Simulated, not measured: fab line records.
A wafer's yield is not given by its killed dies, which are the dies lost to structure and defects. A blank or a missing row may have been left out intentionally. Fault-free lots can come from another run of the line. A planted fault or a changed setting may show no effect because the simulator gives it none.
Comparing a struck lot with a sound one :: flow n5_finfet :: 15 out of 1938 route steps
Sound: the wafers L949.3, L949.4, L949.5. Struck: wafer L959.3. (L959.2 of the same lot was not struck and is left out.) The cause comes at the end.
For every step that has rows: the tool of each side, followed by ch and its chambers, followed by its first start. Under that, the readings that differ: sound wafers :: struck wafers :: difference of the means :: sigmas: that difference in standard deviations of wafers without a fault.
alike: words and numbers the same on both sides, and readings whose means are apart by under 2 such deviations; not compared: readings that were withheld, readings missing a value for some wafer, numbers with overlapping values and no deviation given by the record, and bounds like >300 which may hide the same value.
A row with sigmas, a row that says differs or no value, or rows on one side alone: a step with any of these is where the two part. When numbers do not overlap yet have no deviation, they are printed without sigmas and do not part them. Lack of a reading on every wafer of one side parts them only where that side has two or more wafers.

first, 6 steps without rows for these wafers: N5_BEOL_M2_COAT_05 (resist thk 30 nm); N5_BEOL_M2_EBR_07; N5_BEOL_M2_SOFTBAKE_06 (time 60 s); N5_BEOL_M2_EXPOSE_08 (exposes mask M2); N5_BEOL_M2_PEB_09 (peb time 60 s); N5_BEOL_M2_DEVELOP_10 (develop time 30 s).
N5_BEOL_M2_CD_MEAS_11: the cd target is 16.79 nm.
  sound on cd_sem-02 ch 0, day 7 13:34; struck on cd_sem-02 ch 0, day 10 01:18
  alike: cd_nm
N5_BEOL_M2_OVL_MEAS_12:
  sound on overlay-02 ch 0, day 7 13:36; struck on overlay-02 ch 0, day 10 01:20
  alike: M2_OVL
N5_BEOL_M2_INSPECT_13: inspects for defects (brightfield).
  sound on defect_inspect-02 at day 7 13:39; struck on defect_inspect-02 at day 10 01:23
  alike: raw_defect_count
N5_BEOL_M2_DESCUM_16: chemistry O2, time 7 s.
  sound on rie_diel-04 ch 0,2,3, day 7 13:58; struck on rie_diel-04 ch 1, day 10 01:26
reading: oes_product_au (a.u.)
sound: 0.89 0.86 0.90
struck: 0.75
difference: -0.13
sigmas: -2

reading: throttle_valve_pct (%)
sound: 20.18 20.39 20.14
struck: 20.50
difference: +0.26
sigmas: +2
  alike: drypump_motor_current_A, rf_fwd_power_W, rf_vpp_V, showerhead_plenum_p_Torr
  not compared: rf_hours_counter_h
N5_BEOL_M2_ETCH_74: etches underlayer in N2/H2, target depth 6.5 nm, time 5.2 s.
  sound on rie_diel-04 ch 0,2,3, day 7 14:00; struck on rie_diel-04 ch 1, day 10 01:28
reading: throttle_valve_pct (%)
sound: 17.65 17.61 17.54
struck: 18.15
difference: +0.55
sigmas: +3
  alike: drypump_motor_current_A, etch_rf_on_time_s, oes_product_au, rf_fwd_power_W, rf_vpp_V, showerhead_plenum_p_Torr
  not compared: rf_hours_counter_h
N5_BEOL_M2_ETCH_63: etches SiARC in CF4, target depth 15.6 nm, time 26 s.
  sound on rie_diel-04 ch 0,2,3, day 7 14:01; struck on rie_diel-04 ch 1, day 10 01:29
  alike: drypump_motor_current_A, etch_rf_on_time_s, oes_product_au, rf_fwd_power_W, rf_vpp_V, showerhead_plenum_p_Torr, throttle_valve_pct
  not compared: rf_hours_counter_h
N5_BEOL_M2_ETCH_64: etches SOC in N2/H2, target depth 75 nm, overetch 22.5 nm, time 121.9 s.
  sound on rie_diel-04 ch 0,2,3, day 7 14:03; struck on rie_diel-04 ch 1, day 10 01:31
reading: throttle_valve_pct (%)
sound: 17.59 17.57 17.50
struck: 18.12
difference: +0.57
sigmas: +3

reading: model.SiARC_of_BEOL_M2_COAT_62.thk_nm (nm)
sound: 6.2 6.2 6.2
struck: 6.8
difference: +0.6
sigmas: 
  alike: drypump_motor_current_A, oes_product_au, rf_vpp_V, showerhead_plenum_p_Torr
  not compared: rf_fwd_power_W, rf_hours_counter_h
then, 1 step without rows for these wafers: N5_BEOL_M2_STRIP_65 (strips in N2/H2).
N5_BEOL_M4_RC_MEAS_101:
  sound on prober-02 ch 0, day 9 01:25; struck on prober-01 ch 0, day 11 09:58
reading: SS_N (mV/dec)
sound: 72.1 72.9 73.2
struck: 71.1
difference: -1.6
sigmas: -3
  alike: DIBL_N, DIBL_P, IOFF_N, IOFF_P, ION_N, ION_P, SS_P, VT_N, VT_P

## WHERE THEY PART
At N5_BEOL_M2_DESCUM_16 first; at N5_BEOL_M4_RC_MEAS_101 last (within this record only).

WHY: the cause the simulator had injected
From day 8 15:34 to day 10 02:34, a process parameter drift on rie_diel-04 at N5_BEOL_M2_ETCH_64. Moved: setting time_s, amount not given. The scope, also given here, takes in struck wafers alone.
